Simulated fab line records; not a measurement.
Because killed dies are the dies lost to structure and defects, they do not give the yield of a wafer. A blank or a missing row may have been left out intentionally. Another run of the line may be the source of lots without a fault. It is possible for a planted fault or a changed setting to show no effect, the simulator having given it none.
What tool caused it? :: flow n5Finfet :: route of 1938 steps, sampled at 1 step: 7 lots, 16 wafers

## WHAT THE GAUGES READ, wafer by wafer
N5_BEOL_M8_CD_MEAS_35: target cd 40 nm.
lot: L792
measured: day 10 12:58
on: cdSem-02
cdNm (nm): 40.3 40.5 39.6

lot: L800
measured: day 11 06:56
on: cdSem-01
cdNm (nm): 39.9 40.5

lot: L801
measured: day 12 07:11
on: cdSem-01
cdNm (nm): 40.8 39.8 39.9

lot: L803
measured: day 13 04:43
on: cdSem-01
cdNm (nm): 39.4 40.0

lot: L808
measured: day 14 00:28
on: cdSem-03
cdNm (nm): 40.1 40.7

lot: L811
measured: day 14 07:02
on: cdSem-01
cdNm (nm): 41.4 40.1

lot: L814
measured: day 15 21:13
on: cdSem-03
cdNm (nm): 38.8 39.5

## WHICH TOOL RAN EACH LOT (tool, then ch and the chambers of the sampled wafers, then the start)
No process step before these readings appears in the record.

## THE ANSWER, worked out from the rows above alone
Rule: the lots themselves supply what counts as usual. The widest of any qualifying gaps counts: lots, ordered by their means at a reading, are off when they make up no more than a third of the lots, leave a main group of 4 or more, and stand apart from it by 3 or more times the standard deviation of that group's means. A main group whose means are all the same, to the digits that the tables above print for the reading, isn't used. A lot without any number at a reading at which 4 lots or more have one is off too. Where the step has rows for the other lots, those lots are counted as sound.
Across all readings shown, no lot is off: no conclusion can be drawn from this.

## WHAT THE SIMULATOR PUT IN
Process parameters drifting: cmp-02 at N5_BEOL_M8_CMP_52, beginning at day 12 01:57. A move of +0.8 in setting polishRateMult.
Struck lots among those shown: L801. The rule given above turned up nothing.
